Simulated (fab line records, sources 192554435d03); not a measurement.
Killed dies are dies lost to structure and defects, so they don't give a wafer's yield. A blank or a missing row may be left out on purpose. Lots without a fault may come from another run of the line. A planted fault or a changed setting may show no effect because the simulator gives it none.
A struck lot beside a sound one | flow n5_finfet | 38 steps out of a route of 1938
Sound: wafers L346.1, L346.3, L346.5. Struck: wafer L354.4. (L354.2, L354.3 of the same lot were not struck and are left out.) The cause comes at the end.
At each step with rows: each side's tool, then ch and its chambers, then its first start. Under that, the readings that differ: sound wafers | struck wafers | difference of the means | sigmas: that difference in standard deviations of wafers without a fault.
alike: readings whose means differ by less than 2 such deviations, and words and numbers that are the same on both sides. not compared: withheld readings, readings that some wafer has no value for, bounds like >300 that may hide the same value, and numbers for which the record gives no deviation and whose values overlap.
The two part at a step that has a row with sigmas, a row that says differs or no value, or rows on one side only. Numbers that don't overlap but have no deviation are shown without sigmas and don't part them. A reading that every wafer of one side lacks parts them only if that side has two wafers or more.

first, 9 steps without rows for these wafers: N5_BEOL_M3_ANNEAL_95 (time 240 s); N5_BEOL_M3_SPUTTER_96 (material Cu, target thk 4.5 nm, time 8.29 s); N5_BEOL_M3_ECD_50 (material Cu, target thk 300 nm); N5_BEOL_M3_ANNEAL_51 (time 90 s); N5_BEOL_M3_CMP_52 (polishes, stops on SiOC, t overpolish 6.8 s, target thk 40 nm); N5_BEOL_M3_PRE_CLEAN_60 (time 15 s); N5_BEOL_M3_CO_CAP_55 (material Co, precursor CCTBA/H2, target thk 2 nm, time 102.1 s); N5_BEOL_M3_PRE_CLEAN_56 (time 15 s); N5_BEOL_M3_DEP_57 (deposits SiCN from 3MS/NH3, target thk 8 nm, time 14 s).
N5_BEOL_M4_ILD_DEP_00: deposits SiOC from DEMS/O2, target thk 79 nm, time 15.3 s.
  sound on pecvd-01 ch 0,2, day 8 21:01; struck on pecvd-01 ch 0, day 10 19:56
  reading                                      | sound        | struck | difference | sigmas
  model.SiOC_of_BEOL_M4_ILD_DEP_00.thk_nm (nm) | 78.6 78 79.8 | 74.2   | -4.6       |
  alike: heater_power_w, showerhead_plenum_p_Torr, throttle_valve_pct
  not compared: rf_fwd_power_W, susceptor_temp_C
N5_BEOL_M4_THK_MEAS_01:
  sound on film_metro-01, day 8 21:05; struck on film_metro-02, day 10 20:01
  reading         | sound          | struck | difference | sigmas
  M4_ILD_THK (nm) | 78.6 77.9 79.8 | 74.2   | -4.6       | -5
then, 24 steps without rows for these wafers: N5_BEOL_M4_PECVD_72 (deposits SiO2 from TEOS/O2, target thk 16 nm, time 18 s); N5_BEOL_M4_HM_DEP_02 (deposits TiN, target thk 20 nm); N5_BEOL_M4_COAT_61 (time 60 s, resist thk 60 nm); N5_BEOL_M4_COAT_62 (time 60 s, resist thk 12 nm); N5_BEOL_M4_COAT_73 (time 60 s, resist thk 5 nm); N5_BEOL_M4_COAT_05 (resist thk 30 nm); N5_BEOL_M4_EBR_07; N5_BEOL_M4_SOFTBAKE_06 (time 60 s); N5_BEOL_M4_EXPOSE_08 (exposes mask M4); N5_BEOL_M4_PEB_09 (peb time 60 s); N5_BEOL_M4_DEVELOP_10 (develop time 30 s); N5_BEOL_M4_DESCUM_16 (chemistry O2, time 7 s); N5_BEOL_M4_ETCH_74 (etches underlayer in N2/H2, target depth 6.5 nm, time 5.2 s); N5_BEOL_M4_ETCH_63 (etches SiARC in CF4, target depth 15.6 nm, time 26 s); N5_BEOL_M4_ETCH_64 (etches SOC in N2/H2, target depth 75 nm, overetch 22.5 nm, time 121.9 s); N5_BEOL_M4_STRIP_65 (strips in N2/H2); N5_BEOL_M4_STRIP_75 (strips in N2/H2); N5_BEOL_M4_STRIP_66 (strips in CF4); N5_BEOL_M4_HM_OPEN_17 (chemistry Cl2/BCl3, target TiN, target depth 20 nm, overetch 6 nm); N5_BEOL_M4_STRIP_19 (strips in O2); N5_BEOL_M4_COAT_67 (time 60 s, resist thk 60 nm); N5_BEOL_M4_COAT_68 (time 60 s, resist thk 12 nm); N5_BEOL_M4_COAT_76 (time 60 s, resist thk 5 nm); N5_BEOL_M4_COAT_22 (resist thk 30 nm).
N5_BEOL_M4_CMP_52: polishes, stops on SiOC, t overpolish 6.8 s, target thk 40 nm.
  sound on cmp-03 ch 1,2,3, day 9 03:40; struck on cmp-01 ch 2, day 11 06:34
  reading                                      | sound        | struck | difference | sigmas
  model.SiOC_of_BEOL_M4_ILD_DEP_00.thk_nm (nm) | 75.6 75 76.8 | 71.2   | -4.6       |
  alike: head_pressure_psi, motor_current_A, platen_rpm
N5_BEOL_M4_RC_MEAS_101:
  sound on prober-01 ch 0, day 9 04:25; struck on prober-02 ch 0, day 11 07:17
  reading        | sound             | struck | difference | sigmas
  DIBL_N (mV/V)  | 36.1 34.8 36.1    | 39.8   | +4.1       | +2
  IOFF_N (nA/um) | 0.136 0.117 0.133 | 0.235  | +0.106     | +4
  IOFF_P (nA/um) | 0.18 0.16 0.18    | 0.31   | +0.14      | +4
  ION_N (uA/um)  | 678 663 664       | 694    | +26        | +2
  SS_N (mV/dec)  | 71.2 70.6 71.0    | 73.0   | +2.1       | +3
  VT_N (mV)      | 251 252 257       | 245    | -8         | -3
  alike: DIBL_P, ION_P, SS_P, VT_P
-- the record jumps here: 4 days lie between the struck wafers' starts before and after (it left off in module BEOL_M4 and takes up again in module PASSIVATION, whose first step shown is number 1936 of the route) --
N5_PASSIVATION_PROBE_49:
  sound on prober-02, day 13 04:35; struck on prober-02, day 15 12:21
  alike: defect_limited_yield, killed_at_M0_to_M3, killed_at_M4_up, killed_at_contacts, killed_at_front_end, killed_at_other, killed_dies, killed_open, killed_short, sort_bin_5_function, sort_bin_6_memory, sort_n_pass, sort_yield_pct

WHERE THEY PART
First at N5_BEOL_M4_THK_MEAS_01; last, within this record, at N5_BEOL_M4_RC_MEAS_101. Later steps at which nothing parts them and some readings are alike: N5_PASSIVATION_PROBE_49.

WHY: what the simulator had put in
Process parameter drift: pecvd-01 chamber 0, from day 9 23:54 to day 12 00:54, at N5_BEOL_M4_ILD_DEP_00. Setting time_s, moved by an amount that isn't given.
